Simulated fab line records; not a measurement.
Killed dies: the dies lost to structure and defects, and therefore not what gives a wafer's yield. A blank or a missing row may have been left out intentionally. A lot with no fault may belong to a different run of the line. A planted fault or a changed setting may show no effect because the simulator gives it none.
Split-lot study	flow n5_finfet	on a route of 1938 steps: 7 lots, 21 wafers read

== SPLIT DETAILS ==
At N5_BEOL_M7_DEP_56 (deposits SiCN from 3MS/NH3, target thk 10 nm, time 17.5 s), the setting time_s was moved away from the recipe's 17.5 s on 9 of the 21 wafers read, by -12.0% to +14.3%. For the rest of the wafers, this setting stayed at what the recipe calls for.

The reading comes from the split's own step.

== THE READING ==
SiCN_of_BEOL_M7_DEP_56.thk_nm (the simulator's own value, which no gauge read), in nm, at N5_BEOL_M7_DEP_56 (deposits SiCN from 3MS/NH3, target thk 10 nm, time 17.5 s). No usual value for it is given in the file. Average 9.9 nm, standard deviation 0.13 nm, over the 12 wafers here run with the recipe.

wafer	tool, chamber at the split	time_s as run, s	against the recipe	SiCN_of_BEOL_M7_DEP_56.thk_nm, nm	against lot-mates on the recipe
L075.1	pecvd-01, 1	18.42	+5.3%	10.2	+0.2
L075.3	pecvd-01, 0	17.5	recipe	10	-
L075.6	pecvd-01, 1	18.42	+5.3%	10.4	+0.4
L078.2	pecvd-01, 1	20.01	+14.3%	11.4	+1.4
L078.3	pecvd-01, 0	17.5	recipe	10	-
L078.6	pecvd-01, 0	20.01	+14.3%	11.6	+1.6
L081.4	pecvd-02, 1	17.5	recipe	10	-
L081.5	pecvd-02, 2	19.61	+12.1%	11.4	+1.5
L081.6	pecvd-02, 0	17.5	recipe	9.8	-
L080.3	pecvd-04, 0	15.4	-12.0%	8.4	-1.6
L080.5	pecvd-04, 1	15.4	-12.0%	9	-1.0
L080.6	pecvd-04, 2	17.5	recipe	10	-
L082.2	pecvd-04, 0	17.5	recipe	9.8	-
L082.3	pecvd-04, 2	18.92	+8.1%	10.6	+0.8
L082.6	pecvd-04, 0	18.92	+8.1%	10.8	+1.0
L084.1	pecvd-01, 2	17.5	recipe	9.6	-
L084.3	pecvd-01, 0,1	17.5	recipe	9.8	-
L084.4	pecvd-01, 0,1	17.5	recipe	9.8	-
L091.2	pecvd-04, 2	17.5	recipe	9.8	-
L091.5	pecvd-04, 1,2	17.5	recipe	10	-
L091.6	pecvd-04, 1,2	17.5	recipe	10	-
Where a row lists several chambers, the file gives one row for several wafers and doesn't say which wafer went through which chamber.

FIT RESULTS
A straight line over all 21 wafers: SiCN_of_BEOL_M7_DEP_56.thk_nm changes by +0.107 nm for each +1% of time_s; r = +0.97; the points scatter about the line by 0.17 nm.
The same after taking each lot's own level away (the mean of its wafers on the recipe; 21 wafers): +0.107 nm for each +1%; r = +0.98; scatter 0.16 nm.
That fit puts the effect of the largest move of time_s on the reading at 1.5 nm.
From 9.73 to 10.00 nm: that is the span of the lots' own levels, equal to 2.1 times the standard deviation above.
So the lot-to-lot level changes the slope little: the two slopes agree.
Check: for one of the wafers moved furthest among these (+14.3%), held out of the fit, the line's prediction against its lot-mates is +1.56 nm. Against them it came out at +1.4 nm.

== THESE WAFERS: OTHER SPLITS ==
These wafers also went through other splits before the reading. Each is held against what the fit with the lots' levels taken away leaves over:
other split on the same wafers	wafers away from the commonest value	r with SiCN_of_BEOL_M7_DEP_56.thk_nm (lot level and that fit taken away)
N5_BEOL_M6_COAT_63 spin_rpm	5	+0.00
N5_BEOL_M6_COAT_22 spin_rpm	10	-0.29
N5_BEOL_M7_EXPOSE_08 dose_mj	6	+0.14
N5_BEOL_M7_ETCH_61 source_w	5	-0.35

== FILE'S OWN FIT ==
SiCN_of_BEOL_M7_DEP_56.thk_nm changes by +0.109 nm for each +1% of time_s, r = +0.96.
